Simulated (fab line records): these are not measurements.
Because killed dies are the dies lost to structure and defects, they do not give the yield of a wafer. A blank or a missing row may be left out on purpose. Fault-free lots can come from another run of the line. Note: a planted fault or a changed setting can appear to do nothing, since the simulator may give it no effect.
fab line records	flow nand_harc
[record] lots = 6	wafers = 18	last_day = 33
route steps=1302 shown A_CHANNEL_HOLE_D1@482 A_CHANNEL_FILL_D1@490
lots with no fault: from the same line, run without faults
start_h: start of the lot's first displayed wafer, in hours after the record's first day	wait_h: time in hours since the lot's previous step	" the same as in the row above	L1.1+2: a row that stands for several wafers	- value missing, or start not given	* or withheld: withheld	< > ~ a bound
route shown NAME@n: a module of which the file shows steps, and the number in the route of the first	usual: mean and standard deviation over wafers with no fault	same: alike in all rows	chamber/n: place in a boat	sites: per-site readings	_std_site: the values' standard deviation	_edge_site: outer sites' mean less inner sites'	radius_mm: for every site, how far away it sits from the centre of the wafer	mask NAME#n: copy n	behind: tool/chamber where the wafer was last shaped	hold: what put the lot on hold/how long, in hours/how the hold closed	device: which transistor (n, p or np) failed to switch	end of line: tests run on the same wafers once the route is complete	step lacking rows: just its recipe	killed: at the first sort, the dies lost to defects and structure; wafer yield is something else	map: a wafer's dies, x killed, . not, _ none there
set.NAME: the setting that was run; set.NAME@STEP: the one run at that earlier step	model.NAME: the simulator's own value behind a step, which no gauge read
a table for each step, a row for each wafer; lots at some steps of the route
services: a tool's chamber out of use, with start hour (start_h, from the record's first day; less than 0 if before it), hours out, and reason
[[steps]]
[step NHARC_A_CHANNEL_HOLE_D1_STRIP_43]
[recipe] o2_flow_sccm = 400	cos_flow_sccm = 20	ar_flow_sccm = 0	bias_w = 0	chemistry = O2/COS
[step NHARC_A_CHANNEL_HOLE_D1_ETCH_44]
[recipe] target_depth_a = 1400	overetch_a = 140	time_s = 77	ion_energy_ev = 100	cf4_flow_sccm = 80	o2_flow_sccm = 20	ar_flow_sccm = 0	rf_w = 300	bias_w = 100	chemistry = CF4/O2
[usual] chamber_pressure_mTorr = 30.00/0.048	drypump_motor_current_A = 5.5/0.7	mfc_ar_sccm = 0.006/0.0095	oes_product_au = 1.000/0.0078	rf_vpp_V = 198.1/1.3	showerhead_plenum_p_Torr = 1.35/0.046	throttle_valve_pct = 13.397/0.0091
lot.wafer	tool	chamber	start_h	wait_h	chamber_pressure_mTorr	drypump_motor_current_A	mfc_ar_sccm	oes_product_au	rf_hours_counter_h	rf_vpp_V	showerhead_plenum_p_Torr	throttle_valve_pct
L508.1	rie_diel-03	2	229.63	0.0	30.00	6.6	0	1.007	10	198.3	1.40	13.396
L508.2	"	3	"	"	30.02	4.9	0.019	1.000	10	199.2	1.36	13.395
L508.3	"	0	"	"	29.97	5.4	0.002	0.997	10	197.3	1.31	13.391
L511.2	rie_diel-03	3	240.09	0.1	30.00	4.9	0.019	1.011	10	198.5	1.36	13.381
L511.1	"	1	"	"	29.99	4.9	0	0.998	12	194.7	1.30	13.398
L511.6	"	3	"	"	30.05	4.9	0.019	0.994	-	198.7	1.36	13.387
L510.2	rie_diel-08	2	241.65	0.1	30.06	5.6	0.009	1.001	15	198.0	1.33	13.392
L510.3	"	3	"	"	29.99	4.9	0	1.013	16	198.2	1.34	13.402
L510.6	"	1	"	"	29.99	5.6	0	0.994	-	200.9	1.44	13.399
L524.2	rie_diel-03	2	376.93	0.1	29.98	6.6	0	1.002	7	199.3	1.39	13.395
L524.4	"	3	"	"	29.97	4.9	0.019	1.000	8	198.6	1.35	13.398
L524.6	"	2	"	"	30.00	6.6	0	1.000	-	199.2	1.39	13.400
L525.1	rie_diel-02	0	385.41	0.1	30.01	6.7	0	0.994	43	200.2	1.43	13.386
L525.3	"	1	"	"	30.03	6.3	0.034	0.994	52	199.5	1.36	13.403
L525.5	"	3	"	"	30.06	4.9	0	0.994	-	195.7	1.28	13.382
L528.1	rie_diel-03	3	409.69	0.1	29.98	4.9	0.019	1.000	9	199.5	1.35	13.400
L528.6	"	1	"	"	30.02	4.9	0	0.994	-	197.6	1.29	13.401
L528.5	"	2	"	"	30.01	6.6	0	1.001	-	197.5	1.39	13.403
[step NHARC_A_CHANNEL_HOLE_D1_STRIP_27]
[recipe] o2_flow_sccm = 500	ar_flow_sccm = 0	bias_w = 0	chemistry = O2
[usual] chamber_pressure_mTorr = 59.99/0.055	drypump_motor_current_A = 5.5/0.7	mfc_ar_sccm = 0.006/0.0092	oes_product_au = 1.001/0.0068	rf_vpp_V = 57.9/0.82	showerhead_plenum_p_Torr = 3.55/0.12	throttle_valve_pct = 17.035/0.0095
lot.wafer	tool	chamber	start_h	wait_h	chamber_pressure_mTorr	drypump_motor_current_A	mfc_ar_sccm	oes_product_au	rf_hours_counter_h	rf_vpp_V	showerhead_plenum_p_Torr	throttle_valve_pct
L508.2	rie_diel-03	1	-	-	60.02	4.8	0	0.999	11	56.6	3.43	17.049
L508.3	"	2	"	"	59.95	6.6	0	1.009	10	58.9	3.68	17.034
L508.1	"	3	"	"	59.94	4.9	0.019	1.006	10	57.6	3.58	17.028
L511.2	rie_diel-03	2	-	-	59.98	6.6	0	1.009	11	58.3	3.68	17.037
L511.1	"	3	"	"	60.12	4.9	0.019	0.998	10	57.4	3.58	17.040
L511.6	"	1	"	"	60.05	4.9	0	0.993	-	56.8	3.43	17.039
L510.2	rie_diel-08	3	-	-	60.03	4.9	0	1.015	16	57.2	3.53	17.047
L510.3	"	0	"	"	59.91	5.6	0	1.009	16	57.9	3.43	17.019
L510.6	"	2	"	"	59.99	5.6	0.009	0.997	-	58.4	3.53	17.038
L524.4	rie_diel-03	0	-	-	59.96	5.4	0.002	0.997	9	58.2	3.45	17.030
L524.2	"	2	"	"	60.03	6.6	0	0.997	7	58.9	3.68	17.026
L524.6	"	0	"	"	60.00	5.4	0.002	1.001	-	57.4	3.45	17.035
L525.1	rie_diel-02	0	-	-	59.93	6.7	0	0.998	44	59.8	3.76	17.022
L525.3	"	3	"	"	60.01	5.0	0	1.006	45	58.4	3.39	17.018
L525.5	"	0	"	"	59.92	6.7	0	1.002	-	57.8	3.76	17.026
L528.1	rie_diel-03	1	-	-	60.04	4.9	0	1.000	10	58.1	3.42	17.025
L528.5	"	2	"	"	59.94	6.6	0	1.000	-	57.8	3.68	17.040
L528.6	"	3	"	"	59.91	4.9	0.019	1.000	-	59.5	3.58	17.040
[step NHARC_A_CHANNEL_HOLE_D1_PRECLEAN_28]
[recipe] time_s = *	temp_c = 50	bath_age_min = 0	chemistry = SC1
[step NHARC_A_CHANNEL_HOLE_D1_SRD_29]
[step NHARC_A_CHANNEL_HOLE_D1_CD_MEAS_30]
[usual] cd_nm = 89.7/1.3
lot.wafer	tool	chamber	start_h	wait_h	cd_nm
L508.1	cd_sem-01	-	230.46	0.1	88.6
L508.2	"	-	"	"	90.4
L508.3	"	-	"	"	89.7
L511.1	cd_sem-03	-	240.89	-	89.4
L511.2	"	-	"	"	89.5
L511.6	"	-	"	"	89.8
L510.2	cd_sem-01	-	242.45	-	91.0
L510.3	"	-	"	"	89.6
L510.6	"	-	"	"	89.9
L524.2	cd_sem-02	-	377.72	-	89.7
L524.4	"	-	"	"	90.5
L524.6	"	-	"	"	88.6
L525.1	cd_sem-03	-	386.20	-	91.6
L525.3	"	-	"	"	90.9
L525.5	"	-	"	"	89.2
L528.1	cd_sem-02	-	410.47	-	89.4
L528.5	"	-	"	"	88.0
L528.6	"	-	"	"	88.3
[step NHARC_A_CHANNEL_HOLE_D1_XSEM_31]
[recipe] landing_energy_ev = 35000
[usual] bot_cd_nm = 74.1/1.5	bow_nm = 8.66/0.25	tilt_deg = 0.09/0.048
lot.wafer	tool	chamber	start_h	wait_h	bot_cd_nm	bow_nm	tilt_deg
L508.1	xsem-02	0	230.55	0.1	73.6	9.09	0.04
L508.2	"	0	"	"	75.3	8.98	0.04
L508.3	"	0	"	"	73.9	9.08	0.04
L511.1	xsem-01	0	240.97	0.1	73.6	8.46	0.04
L511.2	"	0	"	"	73.8	8.55	0.04
L511.6	"	0	"	"	73.9	8.62	0.04
L510.2	xsem-02	0	242.54	0.1	75.8	8.61	0.07
L510.3	"	0	"	"	74.4	8.56	0.07
L510.6	"	0	"	"	74.9	8.58	0.07
L524.2	xsem-02	0	377.81	0.1	73.7	8.73	0.21
L524.4	"	0	"	"	73.7	8.68	0.21
L524.6	"	0	"	"	72.2	8.73	0.21
L525.1	xsem-02	0	386.29	0.1	75.3	8.63	0.17
L525.3	"	0	"	"	75.0	8.66	0.17
L525.5	"	0	"	"	72.6	8.61	0.17
L528.1	xsem-01	0	410.55	0.1	75.0	8.43	0.08
L528.5	"	0	"	"	73.1	8.37	0.09
L528.6	"	0	"	"	73.7	8.32	0.08
[step NHARC_A_CHANNEL_HOLE_D1_INSPECT_40]
[usual] raw_defect_count = 74/24
lot.wafer	tool	chamber	start_h	wait_h	raw_defect_count
L508.1	defect_inspect-02	-	230.65	-	121
L508.2	"	-	"	"	110
L508.3	"	-	"	"	116
L511.1	defect_inspect-01	-	241.07	-	87
L511.2	"	-	"	"	103
L511.6	"	-	"	"	89
L510.2	defect_inspect-01	-	242.64	-	59
L510.3	"	-	"	"	40
L510.6	"	-	"	"	48
L524.2	defect_inspect-02	-	384.20	-	123
L524.4	"	-	"	"	96
L524.6	"	-	"	"	91
L525.1	defect_inspect-02	-	386.39	-	42
L525.3	"	-	"	"	57
L525.5	"	-	"	"	53
L528.1	defect_inspect-02	-	410.65	-	70
L528.5	"	-	"	"	81
L528.6	"	-	"	"	88
[step NHARC_A_CHANNEL_FILL_D1_PRECLEAN_00]
[recipe] time_s = *	temp_c = 50	bath_age_min = 0	chemistry = SC1
[step NHARC_A_CHANNEL_FILL_D1_SRD_01]
[step NHARC_A_CHANNEL_FILL_D1_ALD_02]
[recipe] target_thk_a = 60	pulse_time_s = 10	ald_cycles = 60	temp_c = 300	material = SiO2
[usual] ald_cycles = 60/0	heater_power_w = 459/35	precursor_pulse_height_rel = 0.999/0.019
lot.wafer	tool	chamber	start_h	wait_h	ald_cycles	heater_power_w	precursor_pulse_height_rel
L508.3	ald_hk-01	2	230.85	-	60	482	1.010
L508.1	"	0	"	"	60	480	1.024
L508.2	"	1	"	"	60	436	0.990
L511.2	ald_hk-03	1	241.34	-	60	462	0.967
L511.1	"	3	"	"	60	404	1.000
L511.6	"	0	"	"	60	477	1.004
L510.3	ald_hk-03	2	242.83	-	60	433	1.012
L510.2	"	0	"	"	60	484	0.988
L510.6	"	2	"	"	60	433	0.973
L524.4	ald_hk-01	2	384.47	-	60	481	1.025
L524.2	"	3	"	"	60	447	1.022
L524.6	"	1	"	"	60	446	0.976
L525.1	ald_hk-02	0	386.58	-	60	460	1.016
L525.3	"	1	"	"	60	426	0.974
L525.5	"	0	"	"	60	471	1.007
L528.1	ald_hk-02	2	410.99	-	60	407	1.012
L528.6	"	0	"	"	60	464	0.965
L528.5	"	1	"	"	60	431	0.990
[step NHARC_A_CHANNEL_FILL_D1_ALD_03]
[recipe] target_thk_a = 60	pulse_time_s = 60	ald_cycles = 58	temp_c = 630	pressure_torr = 2	material = SiNx
[step NHARC_A_CHANNEL_FILL_D1_ALD_14]
[recipe] target_thk_a = 25	pulse_time_s = 10	ald_cycles = 25	temp_c = 300	material = SiO2
[usual] ald_cycles = 25/0	heater_power_w = 454/35	precursor_pulse_height_rel = 0.999/0.021
lot.wafer	tool	chamber	start_h	wait_h	ald_cycles	heater_power_w	precursor_pulse_height_rel
L508.1	ald_hk-02	2	237.84	0.0	25	419	1.026
L508.3	"	3	"	"	25	508	0.994
L508.2	"	1	"	"	25	426	1.004
L510.2	ald_hk-02	1	249.08	0.8	28	422	0.991
L510.3	"	2	"	"	28	421	1.026
L510.6	"	0	"	"	28	507	1.012
L511.2	ald_hk-02	2	249.27	1.0	28	424	0.982
L511.1	"	0	"	"	28	508	1.003
L511.6	"	2	"	"	28	424	1.022
L525.1	ald_hk-01	2	391.41	0.0	25	467	0.989
L525.3	"	0	"	"	25	474	1.000
L525.5	"	2	"	"	25	479	1.006
L524.4	ald_hk-01	3	391.63	0.3	25	461	1.029
L524.2	"	2	"	"	25	473	0.992
L524.6	"	3	"	"	25	471	0.986
L528.1	ald_hk-03	1	417.91	0.1	25	466	0.983
L528.5	"	3	"	"	25	396	0.996
L528.6	"	0	"	"	25	479	0.998
[step NHARC_A_CHANNEL_FILL_D1_ALD_15]
[recipe] target_thk_a = 20	pulse_time_s = 60	ald_cycles = 19	temp_c = 630	pressure_torr = 2	material = SiNx
[usual] ald_cycles = 19/0	precursor_pulse_height_rel = 1.000/0.021
lot.wafer	tool	chamber	start_h	wait_h	ald_cycles	precursor_pulse_height_rel
L508.1	ald_sin_batch-03	0	240.96	-	19	1.038
L508.2	"	0	"	"	19	1.026
L508.3	"	0	"	"	19	1.013
L510.2	ald_sin_batch-03	0	252.14	-	26	1.002
L510.3	"	0	"	"	26	1.017
L510.6	"	0	"	"	26	1.018
L511.1	ald_sin_batch-03	0	252.14	-	26	1.036
L511.2	"	0	"	"	26	0.970
L511.6	"	0	"	"	26	1.007
L524.2	ald_sin_batch-01	0	394.53	-	19	0.984
L524.4	"	0	"	"	19	1.017
L524.6	"	0	"	"	19	0.999
L525.1	ald_sin_batch-01	0	394.53	-	19	1.061
L525.3	"	0	"	"	19	1.007
L525.5	"	0	"	"	19	1.034
L528.1	ald_sin_batch-01	0	420.95	-	19	0.998
L528.5	"	0	"	"	19	0.997
L528.6	"	0	"	"	19	0.989
[step NHARC_A_CHANNEL_FILL_D1_ALD_16]
[recipe] target_thk_a = 15	pulse_time_s = 10	ald_cycles = 15	temp_c = 300	material = SiO2
[usual] ald_cycles = 15/0	heater_power_w = 455/33	precursor_pulse_height_rel = 0.997/0.019
lot.wafer	tool	chamber	start_h	wait_h	ald_cycles	heater_power_w	precursor_pulse_height_rel
L508.3	ald_hk-02	1	243.02	0.0	15	418	0.985
L508.1	"	3	"	"	15	526	0.983
L508.2	"	0	"	"	15	499	0.981
L511.1	ald_hk-03	0	254.22	0.1	15	485	1.017
L511.2	"	2	"	"	15	436	0.971
L511.6	"	0	"	"	15	493	0.990
L510.3	ald_hk-01	3	254.26	0.1	15	488	0.998
L510.2	"	0	"	"	15	494	0.962
L510.6	"	1	"	"	15	434	0.995
L524.4	ald_hk-01	0	397.44	0.9	15	475	1.009
L524.2	"	1	"	"	15	443	1.014
L524.6	"	0	"	"	15	467	1.008
L525.3	ald_hk-01	1	397.60	1.1	15	447	1.001
L525.1	"	3	"	"	15	456	0.983
L525.5	"	2	"	"	15	480	1.003
L528.1	ald_hk-02	3	423.25	0.3	15	475	0.978
L528.5	"	0	"	"	15	466	1.001
L528.6	"	1	"	"	15	431	1.025
[[services]]
tool	chamber	start_h	hours	kind
rie_diel-03	0	211.87	-	clean
rie_diel-03	1	211.87	-	clean
rie_diel-03	2	211.87	-	clean
rie_diel-03	3	211.87	-	clean
ald_hk-03	-	213.01	10.0	pm
rie_diel-02	-	216.77	9.0	pm
rie_diel-03	0	236.37	-	clean
rie_diel-03	1	236.37	-	clean
rie_diel-03	2	236.37	-	clean
rie_diel-03	3	236.37	-	clean
rie_diel-02	0	238.23	3.5	repair
rie_diel-02	-	256.07	1.0	repair
rie_diel-03	0	260.87	-	clean
rie_diel-03	-	281.62	9.0	pm
ald_hk-01	-	296.00	10.0	pm
rie_diel-08	-	367.84	9.0	pm
ald_hk-02	-	370.14	2.0	repair
xsem-01	-	374.00	14.0	pm
ald_hk-03	-	375.61	2.3	repair
rie_diel-08	2	379.29	7.0	repair
ald_sin_batch-03	-	381.27	14.5	repair
ald_hk-03	-	391.01	10.0	pm
rie_diel-02	-	393.86	9.0	pm
rie_diel-08	1	401.22	6.6	repair
[[key]]
[first_sign] step = NHARC_A_CHANNEL_FILL_D1_ALD_14	reading = ald_cycles	direction = up	sigmas = 99+	usual = 25	struck = 28
[effect] step = NHARC_A_CHANNEL_FILL_D1_ALD_15	reading = ald_cycles	direction = up	sigmas = 99+	usual = 19	struck = 26
met_at NHARC_A_CHANNEL_FILL_D1_ALD_14,NHARC_A_CHANNEL_FILL_D1_ALD_15
struck_wafers L510.2,L510.3,L510.6,L511.1,L511.2,L511.6
tester_left_out L510,L511
onset_between 240.96 249.08
[fault] kind = process_parameter_drift	tool = ald_hk-02	chamber = -	onset_h = 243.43	steps = NHARC_A_CHANNEL_FILL_D1_ALD_14	channel = ald_cycles	offset = 3	shape = step	end_h = 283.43	acts_in = these_recipes_only	stated = 25
[fault] kind = process_parameter_drift	tool = ald_sin_batch-03	chamber = -	onset_h = 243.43	steps = NHARC_A_CHANNEL_FILL_D1_ALD_15	channel = ald_cycles	offset = 7	shape = step	end_h = 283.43	acts_in = these_recipes_only	stated = 19
// tester_left_out: of these lots the tester's yield and bins aren't shown, on N5 and GAA mostly nor the transistor test; their killed dies are dies lost to structure and defects alone, not to doping, threshold or leakage, so they don't give the yield
